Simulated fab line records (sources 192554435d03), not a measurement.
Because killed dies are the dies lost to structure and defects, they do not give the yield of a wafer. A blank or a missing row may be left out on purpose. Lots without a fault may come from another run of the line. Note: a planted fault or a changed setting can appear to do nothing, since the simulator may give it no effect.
Which tool is to blame? | flow n5_finfet | 10 lots with 30 wafers sampled at 3 steps, on a route of 1938 steps

## WHAT THE GAUGES SHOWED, per wafer
N5_BEOL_M13_CD_MEAS_10: target cd 190 nm. Usual: cd_nm 190.6 nm, standard deviation 1.7.
lot  | measured     | on        | cd_nm (nm)        | flag
L706 | day 10 12:57 | cd_sem-01 | 190.8 192.0 191.2 |
L708 | day 11 04:12 | cd_sem-03 | 188.1 187.8 187.6 |
L710 | day 11 18:13 | cd_sem-03 | 191.0 190.4 191.0 |
L713 | day 12 11:37 | cd_sem-01 | 187.7 189.2 189.1 |
L715 | day 12 23:28 | cd_sem-01 | 191.1 190.0 190.3 |
L718 | day 13 10:41 | cd_sem-01 | 187.1 190.0 190.0 |
L726 | day 15 14:50 | cd_sem-02 | 191.0 191.3 190.1 |
L727 | day 15 21:15 | cd_sem-03 | 191.1 190.0 190.0 |
L728 | day 16 02:46 | cd_sem-02 | 189.7 189.8 187.7 |
L729 | day 16 12:43 | cd_sem-02 | 191.7 191.2 192.1 |

N5_BEOL_M13_INSPECT_30: inspects for defects (macro). Usual: raw_defect_count 2.1, standard deviation 1.3.
lot  | measured     | on                | raw_defect_count | flag
L706 | day 10 13:58 | defect_inspect-01 | 4 2 1            |
L708 | day 11 05:22 | defect_inspect-01 | 3 1 1            |
L710 | day 11 19:20 | defect_inspect-02 | 1 1 0            |
L713 | day 12 13:01 | defect_inspect-02 | 1 1 2            |
L715 | day 13 00:49 | defect_inspect-01 | >300 >300 >300   | OFF
L718 | day 13 11:41 | defect_inspect-02 | >300 >300 >300   | OFF
L726 | day 15 16:00 | defect_inspect-01 | 4 1 2            |
L727 | day 15 22:15 | defect_inspect-02 | 0 4 4            |
L728 | day 16 03:46 | defect_inspect-02 | 3 3 0            |
L729 | day 16 13:46 | defect_inspect-02 | 1 2 3            |

## TOOL THAT RAN EACH LOT (tool first, then ch and the chambers of the sampled wafers, then the start)
lot  | N5_BEOL_M13_ETCH_59
L706 | rie_diel-04 ch 0,2,3, day 10 13:05
L708 | rie_diel-01 ch 1,2, day 11 04:19
L710 | rie_diel-01 ch 1,2,3, day 11 18:20
L713 | rie_diel-03 ch 2,3, day 12 12:01
L715 | rie_diel-01 ch 0,1, day 12 23:47
L718 | rie_diel-01 ch 0,1, day 13 10:49
L726 | rie_diel-03 ch 0,1,2, day 15 14:58
L727 | rie_diel-03 ch 1,2, day 15 21:22
L728 | rie_diel-01 ch 0,1,3, day 16 02:53
L729 | rie_diel-03 ch 0,2,3, day 16 12:50
- N5_BEOL_M13_ETCH_59: etches BARC in N2/H2, target depth 89 nm, overetch 26.7 nm, time 67.9 s.

## WHAT THE TOOLS THEMSELVES READ (means of the sampled wafers that have a number; where no wafer has one, the mark that the record gives instead)
N5_BEOL_M13_ETCH_59. Usual: drypump_motor_current_A 5.7 A, standard deviation 0.35; oes_product_au 0.66 a.u., standard deviation 0.072; rf_vpp_V 523.5 V, standard deviation 2.4; showerhead_plenum_p_Torr 2.53 Torr, standard deviation 0.076; throttle_valve_pct 17.95 %, standard deviation 0.26.
lot  | tool        | drypump_motor_current_A (A) | oes_product_au (a.u.) | rf_vpp_V (V) | showerhead_plenum_p_Torr (Torr) | throttle_valve_pct (%) | flag
L706 | rie_diel-04 | 5.5                         | 0.60                  | 522.5        | 2.51                            | 18.04                  |
L708 | rie_diel-01 | 6.1                         | 0.69                  | 524.4        | 2.56                            | 17.69                  |
L710 | rie_diel-01 | 6.0                         | 0.65                  | 522.1        | 2.51                            | 17.83                  |
L713 | rie_diel-03 | 5.4                         | 0.62                  | 524.7        | 2.55                            | 18.03                  |
L715 | rie_diel-01 | 5.8                         | 0.74                  | 524.8        | 2.57                            | 17.61                  |
L718 | rie_diel-01 | 5.8                         | 0.73                  | 525.0        | 2.57                            | 17.61                  |
L726 | rie_diel-03 | 5.6                         | 0.60                  | 523.4        | 2.52                            | 18.21                  |
L727 | rie_diel-03 | 5.7                         | 0.61                  | 522.3        | 2.47                            | 18.15                  |
L728 | rie_diel-01 | 5.7                         | 0.67                  | 523.5        | 2.51                            | 17.79                  |
L729 | rie_diel-03 | 5.5                         | 0.60                  | 523.4        | 2.55                            | 18.17                  |

## THE ANSWER, worked out from the rows above alone
Rule: a lot is off if the mean of its wafers that have a number lies more than 3 standard deviations from the usual mean. A lot without any number at a reading at which 4 lots or more have one is off too. Where the step has rows for the other lots, those lots are counted as sound. Order of review: gauges by route order, followed by the tools' own readings, for which a lot's mean as printed above is used. At the first step where some lot is off, the reading lying furthest off is the one used; lots without a number count as furthest.
Off: L715, L718, at N5_BEOL_M13_INSPECT_30 (raw_defect_count). Without a number there: L715, L718.
A tool fits if, at a process step before that reading, it ran every lot that is off, and no sound lot after the first of them. The gauges at N5_BEOL_M13_INSPECT_30 are tried like those tools. No candidate that was tried fits.

## WHAT THE SIMULATOR PUT IN
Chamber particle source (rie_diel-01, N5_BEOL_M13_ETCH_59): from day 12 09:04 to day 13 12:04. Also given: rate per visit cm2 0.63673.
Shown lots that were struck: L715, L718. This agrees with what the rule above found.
